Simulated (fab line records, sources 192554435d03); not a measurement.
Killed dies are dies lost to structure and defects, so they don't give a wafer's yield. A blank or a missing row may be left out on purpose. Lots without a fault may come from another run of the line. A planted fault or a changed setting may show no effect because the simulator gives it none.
Chamber matching | flow n5_finfet | N5_BEOL_M7_ALD_77 on ald_metal-01: 4 sister chambers
The step deposits TaN, target thk 2 nm, pulse time 2 s, purge time 3 s. 18 wafers are shown with their chamber, then 9 later ones without.

WAFERS WITH THEIR CHAMBER
wafer  | chamber | heater_power_w (W)
L074.1 | 2       | 458
L074.2 | 1       | 362
L074.3 | 0       | 487
L075.1 | 0       | 498
L075.3 | 2       | 453
L075.5 | 3       | 478
L077.1 | 2       | 436
L077.3 | 1       | 373
L077.5 | 2       | 459
L079.1 | 2       | 454
L079.3 | 3       | 486
L079.5 | 2       | 457
L080.2 | 1       | 371
L080.3 | 2       | 443
L080.6 | 3       | 474
L083.2 | 1       | 363
L083.3 | 0       | 501
L083.6 | 0       | 500

SIGNATURES (means of the wafers above)
reading        | chamber 0 | chamber 1 | chamber 2 | chamber 3 | scatter within a chamber
heater_power_w | 496.50    | 367.25    | 451.43    | 479.33    | 7.28
Rule: a wafer's distance from a chamber is the root of the sum, over the readings, of the square of ((its reading less the chamber's mean) divided by the reading's scatter). The wafer belongs to the nearest chamber; if the next one is less than 2 further off, it can't be placed. The scatter: the root of (the sum of the squares of (reading less its chamber's mean) over the shown wafers, divided by (wafers less chambers)).

WAFERS WITHOUT THEIR CHAMBER
wafer  | heater_power_w (W)
L088.1 | 371
L088.2 | 458
L088.3 | 475
L088.4 | 507
L088.5 | 360
L088.6 | 449
L092.1 | 485
L092.2 | 493
L092.4 | 368

WHICH CHAMBER EACH WENT THROUGH
wafer  | from the rows above     | in truth
L088.1 | 1                       | 1
L088.2 | 2                       | 2
L088.3 | 3                       | 3
L088.4 | 0                       | 0
L088.5 | 1                       | 1
L088.6 | 2                       | 2
L092.1 | can't be placed: 3 or 0 | 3
L092.2 | can't be placed: 0 or 3 | 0
L092.4 | 1                       | 1
Placed correctly: 7 of 9. Can't be placed from these rows: 2 (the true chamber is among the candidates in 2). Placed wrongly: 0.
